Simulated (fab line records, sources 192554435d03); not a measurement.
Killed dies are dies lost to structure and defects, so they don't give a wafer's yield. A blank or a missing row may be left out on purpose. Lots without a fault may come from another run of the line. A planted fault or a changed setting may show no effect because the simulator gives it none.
Chamber matching | flow n5_finfet | N5_BEOL_M11_ETCH_66 on rie_diel-03: 4 sister chambers
The step etches SOC in N2/H2, target depth 120 nm, overetch 24 nm, time 180 s. 18 wafers are shown with their chamber, then 9 later ones without.

WAFERS WITH THEIR CHAMBER
wafer  | chamber | throttle_valve_pct (%) | showerhead_plenum_p_Torr (Torr) | drypump_motor_current_A (A)
L076.1 | 3       | 17.36                  | 2.59                            | 6.3
L076.2 | 0       | 17.81                  | 2.61                            | 6.2
L076.5 | 2       | 17.58                  | 2.46                            | 5.7
L080.1 | 1       | 18.09                  | 2.63                            | 5.8
L080.3 | 3       | 17.37                  | 2.59                            | 6.3
L080.4 | 2       | 17.60                  | 2.45                            | 5.7
L084.1 | 3       | 17.37                  | 2.59                            | 6.3
L084.3 | 0       | 17.81                  | 2.61                            | 6.2
L084.6 | 3       | 17.38                  | 2.59                            | 6.3
L086.3 | 3       | 17.37                  | 2.59                            | 6.3
L086.4 | 1       | 18.09                  | 2.62                            | 5.7
L086.5 | 1       | 18.06                  | 2.62                            | 5.7
L085.1 | 0       | 17.83                  | 2.60                            | 6.2
L085.3 | 3       | 17.37                  | 2.59                            | 6.3
L085.6 | 2       | 17.63                  | 2.45                            | 5.7
L088.1 | 3       | 17.38                  | 2.59                            | 6.4
L088.3 | 2       | 17.61                  | 2.45                            | 5.7
L088.6 | 2       | 17.63                  | 2.45                            | 5.7

SIGNATURES (means of the wafers above)
reading                  | chamber 0 | chamber 1 | chamber 2 | chamber 3 | scatter within a chamber
throttle_valve_pct       | 17.8167   | 18.0800   | 17.6100   | 17.3714   | 0.0145
showerhead_plenum_p_Torr | 2.6067    | 2.6233    | 2.4520    | 2.5900    | 0.0039
drypump_motor_current_A  | 6.200     | 5.733     | 5.700     | 6.314     | 0.033
Rule: a wafer's distance from a chamber is the root of the sum, over the readings, of the square of ((its reading less the chamber's mean) divided by the reading's scatter). The wafer belongs to the nearest chamber; if the next one is less than 2 further off, it can't be placed. The scatter: the root of (the sum of the squares of (reading less its chamber's mean) over the shown wafers, divided by (wafers less chambers)).

WAFERS WITHOUT THEIR CHAMBER
wafer  | throttle_valve_pct (%) | showerhead_plenum_p_Torr (Torr) | drypump_motor_current_A (A)
L091.1 | 18.11                  | 2.62                            | 5.8
L091.5 | 17.39                  | 2.58                            | 6.3
L091.6 | 17.84                  | 2.60                            | 6.2
L093.2 | 17.85                  | 2.60                            | 6.2
L093.4 | 17.64                  | 2.45                            | 5.7
L093.5 | 17.64                  | 2.45                            | 5.7
L097.4 | 17.66                  | 2.44                            | 5.7
L097.5 | 17.41                  | 2.58                            | 6.3
L097.6 | 17.66                  | 2.44                            | 5.8

WHICH CHAMBER EACH WENT THROUGH
wafer  | from the rows above | in truth
L091.1 | 1                   | 1
L091.5 | 3                   | 3
L091.6 | 0                   | 0
L093.2 | 0                   | 0
L093.4 | 2                   | 2
L093.5 | 2                   | 2
L097.4 | 2                   | 2
L097.5 | 3                   | 3
L097.6 | 2                   | 2
Placed correctly: 9 of 9. Can't be placed from these rows: 0. Placed wrongly: 0.
